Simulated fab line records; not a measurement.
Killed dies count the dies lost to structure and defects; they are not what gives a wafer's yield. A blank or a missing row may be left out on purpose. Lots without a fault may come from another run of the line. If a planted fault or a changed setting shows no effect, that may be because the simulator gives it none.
A lot that was struck, set against a sound lot | flow n5Finfet | 43 out of 1938 route steps
Sound: wafers L103.1, L103.5, L103.6. Struck: wafer L107.2 (left out: L107.5, a lot-mate that was not struck); the cause follows at the end.
Per side, at each step with rows, come the tool, then ch with its chambers, and then its first start. Under that, the readings that differ: sound wafers | struck wafers | difference of the means | sigmas: that difference in standard deviations of wafers without a fault.
alike: readings whose means differ by less than 2 such deviations, and words and numbers that are the same on both sides. not compared: withheld readings, readings that some wafer has no value for, bounds like >300 that may hide the same value, and numbers for which the record gives no deviation and whose values overlap.
A row with sigmas, a row that says differs or no value, or rows on one side alone: a step with any of these is where the two part. When numbers do not overlap yet have no deviation, they are printed without sigmas and do not part them. A reading that every wafer of one side lacks parts them only if that side has two wafers or more.

first, 2 steps without rows for these wafers: N5_BEOL_M11_PEB_26 (peb time 60 s); N5_BEOL_M11_DEVELOP_27 (develop time 30 s).
N5_BEOL_M11_CD_MEAS_28 targets a cd of 70 nm.
  sound on cdSem-02 ch 0, day 11 18:01; struck on cdSem-02 ch 0, day 13 03:13
reading   | sound          | struck | difference | sigmas
cdNm (nm) | 67.7 69.1 68.5 | 72.1   | +3.7       | +3
N5_BEOL_M11_OVL_MEAS_29:
  sound on overlay-01 ch 0, day 11 18:03; struck on overlay-01 ch 0, day 13 03:15
reading      | sound        | struck | difference | sigmas
V10_OVL (nm) | -0.2 0.5 1.2 | -1.4   | -1.9       | -2
N5_BEOL_M11_INSPECT_30: inspects for defects (brightfield).
  sound on defectInspect-02 at day 11 18:04; struck on defectInspect-01 at day 13 03:17
  alike: rawDefectCount
then, 1 step without rows for these wafers: N5_BEOL_M11_DESCUM_33 (chemistry O2, time 7.9 s).
N5_BEOL_M11_ETCH_65: etches SiARC in CF4, target depth 39 nm, time 65 s.
  sound on rieDiel-06 ch 0,2,3, day 11 18:08; struck on rieDiel-06 ch 2, day 13 03:20
  alike: drypumpMotorCurrentA, etchRfOnTimeS, oesProductAu, rfVppV, showerheadPlenumPTorr, throttleValvePct
  not compared: rfHoursCounterH
N5_BEOL_M11_ETCH_66: etches SOC in N2/H2, target depth 120 nm, overetch 24 nm, time 180 s.
  sound on rieDiel-06 ch 0,2,3, day 11 18:11; struck on rieDiel-06 ch 2, day 13 03:23
  alike: drypumpMotorCurrentA, oesProductAu, rfVppV, showerheadPlenumPTorr, throttleValvePct
  not compared: rfHoursCounterH
then, 3 steps without rows for these wafers: N5_BEOL_M11_STRIP_69 (strips in N2/H2); N5_BEOL_M11_VIA_ETCH_34 (etches SiCOH lowk in C4F6/O2, target depth 184.5 nm, time 69.2 s); N5_BEOL_M11_STRIP_73 (strips in C4F6/O2).
N5_BEOL_M11_STRIP_36: strips in N2/H2.
  sound on rieDiel-06 ch 0,2,3, day 11 18:23; struck on rieDiel-06 ch 2, day 13 03:35
  alike: drypumpMotorCurrentA, oesProductAu, rfVppV, showerheadPlenumPTorr, throttleValvePct
  not compared: rfHoursCounterH
N5_BEOL_M11_TRENCH_ETCH_37: etches SiCOH lowk in C4F6/O2, target depth 148.83 nm, time 48 s.
  sound on rieDiel-06 ch 0,2,3, day 11 18:25; struck on rieDiel-06 ch 2, day 13 03:37
reading                                    | sound             | struck | difference | sigmas
oesProductAu (a.u.)                        | 0.68 0.97 0.68    | 0.54   | -0.24      | -2
model.BEOL_M11.featureDepthNm (nm)         | 144.8 150.6 145.6 | 101.6  | -45.4      | 
model.etch.depthNm (nm)                    | 144.9 150.5 145.5 | 101.6  | -45.4      | 
model.TiN_of_BEOL_M11_HM_DEP_02.thkNm (nm) | 16 15.8 15.6      | 16.8   | +1.0       | 
  alike: drypumpMotorCurrentA, rfVppV, showerheadPlenumPTorr, throttleValvePct
  not compared: rfHoursCounterH
then, 2 steps without rows for these wafers: N5_BEOL_M11_ETCH_41 (etches SiCN in CH3F/O2, target depth 42.6 nm, time 86 s); N5_BEOL_M11_STRIP_77 (strips in N2/H2, time 10 s).
N5_BEOL_M11_OCD_MEAS_38:
  sound on ocd-01 at day 11 18:36; struck on ocd-02 at day 13 03:48
reading            | sound             | struck | difference | sigmas
trenchDepthNm (nm) | 144.9 150.0 145.3 | 101.9  | -44.8      | -16
then, 4 steps without rows for these wafers: N5_BEOL_M11_HM_STRIP_39 (strips TiN in peroxide tin strip, target depth 25 nm, time 158 s); N5_BEOL_M11_SRD_40 (time 30 s); N5_BEOL_M11_PRECLEAN_42 (cleans in residue remover, time 60 s); N5_BEOL_M11_SRD_43 (time 30 s).
N5_BEOL_M11_CD_MEAS_35 targets a cd of 70 nm.
  sound on cdSem-03 at day 11 18:45; struck on cdSem-01 at day 13 03:58
  alike: cdNm
then, 1 step without rows for these wafers: N5_BEOL_M11_CURE_72 (cures SiCOH lowk, time 120 s).
N5_BEOL_M11_DEGAS_44: time 60 s.
  sound on pvdSputter-03 at day 11 20:01; struck on pvdSputter-03 at day 13 04:28
reading          | sound       | struck | difference | sigmas
heaterPowerW (W) | 386 387 349 | 297    | -77        | -3
then, 4 steps without rows for these wafers: N5_BEOL_M11_PRE_CLEAN_45 (time 30 s); N5_BEOL_M11_ALD_74 (deposits TaN, target thk 2 nm, pulse time 2 s, purge time 3 s); N5_BEOL_M11_SURFACE_TREAT_76; N5_BEOL_M11_CVD_75 (deposits Co from CCTBA/H2, target thk 2 nm, time 138.9 s).
N5_BEOL_M11_SPUTTER_48: material Cu, target thk 12 nm, time 2 s.
  sound on pvdSputter-03 at day 11 20:48; struck on pvdSputter-03 at day 13 05:47
  alike: throttleValvePct
then, 2 steps without rows for these wafers: N5_BEOL_M11_ECD_50 (material Cu, target thk 318 nm); N5_BEOL_M11_ANNEAL_51 (time 90 s).
N5_BEOL_M11_CMP_52: polishes, stops on SiCOH lowk, t overpolish 7 s, target thk 140 nm.
  sound on cmp-03 ch 0,3, day 11 21:22; struck on cmp-04 ch 0, day 13 06:20
reading                                | sound             | struck | difference | sigmas
model.Cu_of_BEOL_M11_ECD_50.thkNm (nm) | 137.2 140.2 137.6 | 93.4   | -44.9      | 
  alike: edgeZonePressureFrac, motorCurrentA
N5_BEOL_M11_THK_MEAS_53: measures by xrf.
  sound on filmMetro-02 at day 11 21:40; struck on filmMetro-01 at day 13 06:36
reading      | sound       | struck | difference | sigmas
M11_THK (nm) | 138 140 138 | 93     | -46        | -14
then, 2 steps without rows for these wafers: N5_BEOL_M11_PRE_CLEAN_55 (time 15 s); N5_BEOL_M11_DEP_56 (deposits SiCN from 3MS/NH3, target thk 30 nm, time 10.5 s).
N5_BEOL_M11_RS_MEAS_57: uses a four-point probe to measure.
  sound on filmMetro-01 at day 11 21:47; struck on filmMetro-02 at day 13 06:45
reading         | sound             | struck | difference | sigmas
M11_RS (ohm/sq) | 0.154 0.151 0.154 | 0.237  | +0.084     | +23
N5_BEOL_M11_INSPECT_58: inspects for defects (darkfield).
  sound on defectInspect-01 at day 11 21:49; struck on defectInspect-01 at day 13 06:46
  alike: rawDefectCount
then, 1 step without rows for these wafers: N5_BEOL_M12_ILD_DEP_00 (deposits SiOC from DEMS/O2, target thk 658.92 nm, time 130.7 s).
N5_BEOL_M12_THK_MEAS_01:
  sound on filmMetro-02 at day 11 21:59; struck on filmMetro-02 at day 13 06:56
  alike: M12_ILD_THK
then, 4 steps without rows for these wafers: N5_BEOL_M12_COAT_58 (time 60 s, resist thk 89 nm); N5_BEOL_M12_COAT_04 (resist thk 400 nm); N5_BEOL_M12_EBR_06; N5_BEOL_M12_SOFTBAKE_05 (time 60 s).
N5_BEOL_M15_RC_MEAS_101:
  sound on prober-02 ch 0, day 12 23:20; struck on prober-02 ch 0, day 14 13:19
reading                    | sound             | struck | difference | sigmas
SERP_M11 (ohm/um)          | 3.21 3.09 3.13    | 4.75   | +1.61      | +18
SERP_M11_max_site (ohm/um) | 3.31 3.15 3.18    | 4.84   | +1.63      | +16
SERP_M13 (ohm/um)          | 0.303 0.316 0.311 | 0.327  | +0.017     | +2
SERP_M7 (ohm/um)           | 14.3 14.5 14.3    | 13.3   | -1.1       | -2
SERP_M7_max_site (ohm/um)  | 14.8 15.1 15.2    | 13.9   | -1.1       | -2
  alike: COMB_M10, COMB_M12, COMB_M12_max_site, COMB_M13, COMB_M14, COMB_M15, COMB_M5, COMB_M6, COMB_M7, COMB_M8, COMB_M9, COMB_M9_max_site, SERP_M10, SERP_M12, SERP_M14, SERP_M14_max_site, SERP_M5, SERP_M6, SERP_M8, SERP_M9

WHERE THEY PART
Last at N5_BEOL_M15_RC_MEAS_101 as far as this record goes, first at N5_BEOL_M11_CD_MEAS_28.

WHY: what the simulator had put in
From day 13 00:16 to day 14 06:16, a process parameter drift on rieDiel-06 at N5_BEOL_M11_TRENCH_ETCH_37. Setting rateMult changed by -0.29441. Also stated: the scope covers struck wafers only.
